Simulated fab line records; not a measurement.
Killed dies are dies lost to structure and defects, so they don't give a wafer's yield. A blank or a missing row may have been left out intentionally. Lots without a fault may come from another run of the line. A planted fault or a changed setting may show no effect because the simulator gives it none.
Which tool did it? + flow nand harc + 15 lots with 45 wafers sampled at 4 steps, on a route of 1302 steps

WHAT EACH GAUGE READ, for each wafer
No reading from a measuring or inspecting step in the record can be judged against a usual standard deviation.

WHAT TOOL EACH LOT RAN ON (gives the tool, then ch and the chambers of the sampled wafers, and finally the start)
| lot  | NHARC_P_GATE_RTA_64              | NHARC_P_GATE_RTA_80              | NHARC_P_CONTACT_DEP_00          | NHARC_P_CONTACT_CMP_01        |
|------|----------------------------------|----------------------------------|---------------------------------|-------------------------------|
| L368 | rtp anneal-01 ch 0, day 6 04:25  | rtp anneal-02 ch 0, day 6 05:01  | pecvd-01 ch 0,1,2, day 6 05:55  | cmp-02 ch 1,2, day 6 06:23    |
| L369 | rtp anneal-02 ch 0, day 6 17:17  | rtp anneal-01 ch 0, day 6 17:59  | pecvd-02 ch 0,1, day 6 18:55    | cmp-02 ch 0,3, day 6 19:25    |
| L371 | rtp anneal-02 ch 0, day 7 06:23  | rtp anneal-02 ch 0, day 7 07:02  | pecvd-04 ch 0,1,2, day 7 08:02  | cmp-02 ch 0,3, day 7 08:26    |
| L372 | rtp anneal-01 ch 0, day 7 22:40  | rtp anneal-01 ch 0, day 7 23:16  | pecvd-02 ch 0,2, day 8 00:10    | cmp-04 ch 0,2,3, day 8 00:40  |
| L374 | rtp anneal-01 ch 0, day 8 13:25  | rtp anneal-02 ch 0, day 8 14:01  | pecvd-02 ch 0,1,2, day 8 15:02  | cmp-02 ch 0,2, day 8 15:26    |
| L376 | rtp anneal-01 ch 0, day 9 04:53  | rtp anneal-01 ch 0, day 9 05:32  | pecvd-01 ch 0,1, day 9 06:32    | cmp-02 ch 1,3, day 9 07:00    |
| L375 | rtp anneal-02 ch 0, day 9 05:30  | rtp anneal-02 ch 0, day 9 06:07  | pecvd-04 ch 1,2, day 9 07:06    | cmp-04 ch 0,1,3, day 9 07:29  |
| L377 | rtp anneal-01 ch 0, day 9 17:13  | rtp anneal-02 ch 0, day 9 17:49  | pecvd-02 ch 0,1,2, day 9 18:48  | cmp-04 ch 1,2, day 9 19:14    |
| L378 | rtp anneal-02 ch 0, day 10 05:37 | rtp anneal-02 ch 0, day 10 06:16 | pecvd-02 ch 0,1,2, day 10 07:15 | cmp-03 ch 1,2,3, day 10 07:41 |
| L379 | rtp anneal-02 ch 0, day 10 19:11 | rtp anneal-01 ch 0, day 10 19:48 | pecvd-01 ch 0,2, day 10 20:46   | cmp-03 ch 0,2,3, day 10 21:14 |
| L380 | rtp anneal-01 ch 0, day 11 21:55 | rtp anneal-01 ch 0, day 11 22:31 | pecvd-01 ch 0,1,2, day 11 23:28 | cmp-02 ch 1,2,3, day 11 23:58 |
| L383 | rtp anneal-01 ch 0, day 12 12:46 | rtp anneal-01 ch 0, day 12 13:22 | pecvd-02 ch 0,2, day 12 14:20   | cmp-03 ch 0,1,3, day 12 14:52 |
| L384 | rtp anneal-02 ch 0, day 12 21:53 | rtp anneal-02 ch 0, day 12 22:29 | pecvd-01 ch 0,1,2, day 12 23:36 | cmp-02 ch 0,3, day 13 00:04   |
| L385 | rtp anneal-01 ch 0, day 13 06:52 | rtp anneal-01 ch 0, day 13 07:28 | pecvd-02 ch 0,1,2, day 13 08:26 | cmp-02 ch 0,2,3, day 13 08:55 |
| L390 | rtp anneal-01 ch 0, day 15 08:16 | rtp anneal-02 ch 0, day 15 08:52 | pecvd-02 ch 0,1,2, day 15 09:55 | cmp-03 ch 1,2, day 15 10:19   |
- NHARC_P_GATE_RTA_64: time 1 s.
- NHARC_P_GATE_RTA_80: time 30 s.
- NHARC_P_CONTACT_DEP_00: deposits SiO2, target thk 500 nm.
- NHARC_P_CONTACT_CMP_01: polishes SiO2, target thk 200 nm.

AS READ BY THE TOOLS THEMSELVES (means over the sampled wafers that have a number; for cases with no such wafer, the mark the record gives instead)
NHARC_P_GATE_RTA_64. Usual: lamp power pct 37.0 %, standard deviation 2.8; wafer_temp_C_max 1056.9, standard deviation 1.8.
| lot  | tool          | lamp power pct (%) | wafer_temp_C_max | flag |
|------|---------------|--------------------|------------------|------|
| L368 | rtp anneal-01 | 39.9               | 1058.2           |      |
| L369 | rtp anneal-02 | 34.3               | 1056.7           |      |
| L371 | rtp anneal-02 | 34.2               | 1055.5           |      |
| L372 | rtp anneal-01 | 39.9               | 1059.9           |      |
| L374 | rtp anneal-01 | 39.8               | 1057.6           |      |
| L376 | rtp anneal-01 | 39.8               | 1056.7           |      |
| L375 | rtp anneal-02 | 34.3               | 1055.6           |      |
| L377 | rtp anneal-01 | 39.8               | 1057.9           |      |
| L378 | rtp anneal-02 | 34.2               | 1055.8           |      |
| L379 | rtp anneal-02 | 34.3               | 1055.7           |      |
| L380 | rtp anneal-01 | 39.8               | 1058.1           |      |
| L383 | rtp anneal-01 | 39.8               | 1059.1           |      |
| L384 | rtp anneal-02 | 34.3               | 1055.4           |      |
| L385 | rtp anneal-01 | 39.8               | 1057.7           |      |
| L390 | rtp anneal-01 | 39.8               | 1055.6           |      |

NHARC_P_GATE_RTA_80. Usual: lamp power pct 2.22 %, standard deviation 0.16; wafer_temp_C_max 302.0, standard deviation 0.46.
| lot  | tool          | lamp power pct (%) | wafer_temp_C_max | flag |
|------|---------------|--------------------|------------------|------|
| L368 | rtp anneal-02 | 2.04               | 301.5            |      |
| L369 | rtp anneal-01 | 2.37               | 301.9            |      |
| L371 | rtp anneal-02 | 2.04               | 302.4            |      |
| L372 | rtp anneal-01 | 2.37               | 302.5            |      |
| L374 | rtp anneal-02 | 2.05               | 301.8            |      |
| L376 | rtp anneal-01 | 2.38               | 302.0            |      |
| L375 | rtp anneal-02 | 2.04               | 301.8            |      |
| L377 | rtp anneal-02 | 2.04               | 301.6            |      |
| L378 | rtp anneal-02 | 2.05               | 301.8            |      |
| L379 | rtp anneal-01 | 2.37               | 302.6            |      |
| L380 | rtp anneal-01 | 2.37               | 302.1            |      |
| L383 | rtp anneal-01 | 2.38               | 302.3            |      |
| L384 | rtp anneal-02 | 2.04               | 301.5            |      |
| L385 | rtp anneal-01 | 2.37               | 302.1            |      |
| L390 | rtp anneal-02 | 2.04               | 301.6            |      |

NHARC_P_CONTACT_DEP_00. Usual: chamber pressure Torr 6.500 Torr, standard deviation 0.014; heater power outer w 339 W, standard deviation 71; heater power w 587 W, standard deviation 100; throttle valve pct 15.9 %, standard deviation 0.58.
| lot  | tool     | chamber pressure Torr (Torr) | heater power outer w (W) | heater power w (W) | throttle valve pct (%) | flag |
|------|----------|------------------------------|--------------------------|--------------------|------------------------|------|
| L368 | pecvd-01 | 6.500                        | 431                      | 732                | 16.1                   |      |
| L369 | pecvd-02 | 6.499                        | 286                      | 503                | 16.2                   |      |
| L371 | pecvd-04 | 6.506                        | 324                      | 592                | 15.7                   |      |
| L372 | pecvd-02 | 6.497                        | 370                      | 619                | 16.1                   |      |
| L374 | pecvd-02 | 6.501                        | 326                      | 544                | 16.0                   |      |
| L376 | pecvd-01 | 6.497                        | 384                      | 701                | 15.5                   |      |
| L375 | pecvd-04 | 6.494                        | 333                      | 587                | 16.3                   |      |
| L377 | pecvd-02 | 6.506                        | 331                      | 553                | 16.3                   |      |
| L378 | pecvd-02 | 6.501                        | 353                      | 582                | 16.0                   |      |
| L379 | pecvd-01 | 6.503                        | 436                      | 728                | 15.6                   |      |
| L380 | pecvd-01 | 6.501                        | 400                      | 690                | 15.7                   |      |
| L383 | pecvd-02 | -                            | -                        | -                  | -                      | OFF  |
| L384 | pecvd-01 | -                            | -                        | -                  | -                      | OFF  |
| L385 | pecvd-02 | -                            | -                        | -                  | -                      | OFF  |
| L390 | pecvd-02 | 6.503                        | 320                      | 528                | 16.0                   |      |

NHARC_P_CONTACT_CMP_01. Usual: edge zone pressure frac 1.000, standard deviation 0.0049; motor current A 11.6 A, standard deviation 1.4.
| lot  | tool   | edge zone pressure frac | motor current A (A) | flag |
|------|--------|-------------------------|---------------------|------|
| L368 | cmp-02 | 1.000                   | 12.3                |      |
| L369 | cmp-02 | 0.998                   | 11.9                |      |
| L371 | cmp-02 | 1.001                   | 12.0                |      |
| L372 | cmp-04 | 0.999                   | 11.7                |      |
| L374 | cmp-02 | 1.002                   | 13.2                |      |
| L376 | cmp-02 | 0.998                   | 10.0                |      |
| L375 | cmp-04 | 0.991                   | 10.4                |      |
| L377 | cmp-04 | 1.000                   | 11.9                |      |
| L378 | cmp-03 | 0.999                   | 12.1                |      |
| L379 | cmp-03 | 1.000                   | 11.7                |      |
| L380 | cmp-02 | 1.001                   | 11.1                |      |
| L383 | cmp-03 | 0.998                   | 12.3                |      |
| L384 | cmp-02 | 0.999                   | 11.1                |      |
| L385 | cmp-02 | 1.003                   | 11.7                |      |
| L390 | cmp-03 | 0.998                   | 12.1                |      |

THE ANSWER, worked out from the rows above alone
Rule: a lot counts as off when the mean over its wafers that have a number is more than 3 standard deviations away from the usual mean. Also off: a lot with no number at a reading for which 4 or more lots have one. All remaining lots with rows at the step are treated as sound. The gauges are gone through in route order, then the tools' own readings, and for those a lot's mean is taken as printed above. At the first step where some lot is off, the reading lying furthest off is the one used; lots without a number count as furthest.
Off at NHARC_P_CONTACT_DEP_00 (chamber pressure Torr): L383, L384, L385. Without a number there: L383, L384, L385.
If a tool, at that step or one of the process steps before it, ran each lot that is off and ran no sound lot following the first of them, it fits. None of those tried fits.

WHAT THE SIMULATOR HAD PUT IN
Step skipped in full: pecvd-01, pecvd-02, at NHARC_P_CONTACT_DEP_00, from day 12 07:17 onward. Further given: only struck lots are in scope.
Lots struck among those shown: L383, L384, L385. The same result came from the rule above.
